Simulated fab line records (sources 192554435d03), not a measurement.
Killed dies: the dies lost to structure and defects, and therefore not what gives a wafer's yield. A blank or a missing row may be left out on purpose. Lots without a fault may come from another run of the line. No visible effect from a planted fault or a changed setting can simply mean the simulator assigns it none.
Which tool was responsible? :: flow n5Finfet :: at 1 step of a route of 1938, 10 lots with 30 wafers sampled

## WHAT THE GAUGES SHOWED, per wafer
N5_BEOL_M9_CD_MEAS_18: pitch 140 nm, target cd 70 nm.
lot: L493
measured: day 9 22:23
on: cdSem-01
cdNm (nm): 70.1 69.7 69.8

lot: L492
measured: day 9 22:37
on: cdSem-02
cdNm (nm): 70.1 70.0 69.8

lot: L494
measured: day 10 11:58
on: cdSem-01
cdNm (nm): 68.6 69.0 69.5

lot: L495
measured: day 10 21:43
on: cdSem-03
cdNm (nm): 70.5 70.0 70.7

lot: L497
measured: day 11 01:08
on: cdSem-02
cdNm (nm): 69.7 69.9 69.5

lot: L502
measured: day 13 18:44
on: cdSem-02
cdNm (nm): 68.9 69.0 69.2

lot: L504
measured: day 13 18:57
on: cdSem-01
cdNm (nm): 69.8 70.2 69.2

lot: L511
measured: day 14 20:46
on: cdSem-01
cdNm (nm): 69.7 69.4 70.2

lot: L513
measured: day 15 23:47
on: cdSem-02
cdNm (nm): 70.4 69.8 70.7

lot: L514
measured: day 16 09:37
on: cdSem-01
cdNm (nm): 69.6 70.0 70.1

## WHICH TOOL RAN EACH LOT (tool, then ch and the chambers of the sampled wafers, then the start)
Before these readings, the record contains no process step.

## THE ANSWER, worked out from the rows above alone
Rule: the usual values come from the lots themselves. The widest of any qualifying gaps counts: lots, ordered by their means at a reading, are off when they make up no more than a third of the lots, leave a main group of 4 or more, and stand apart from it by 3 or more times the standard deviation of that group's means. Not used: any main group whose means are identical at the precision the tables above print for the reading. Also off: a lot with no number at a reading for which 4 or more lots have one. All remaining lots with rows at the step are treated as sound.
None of the lots is off at any reading shown; this tells nothing.

## WHAT WAS PUT IN BY THE SIMULATOR
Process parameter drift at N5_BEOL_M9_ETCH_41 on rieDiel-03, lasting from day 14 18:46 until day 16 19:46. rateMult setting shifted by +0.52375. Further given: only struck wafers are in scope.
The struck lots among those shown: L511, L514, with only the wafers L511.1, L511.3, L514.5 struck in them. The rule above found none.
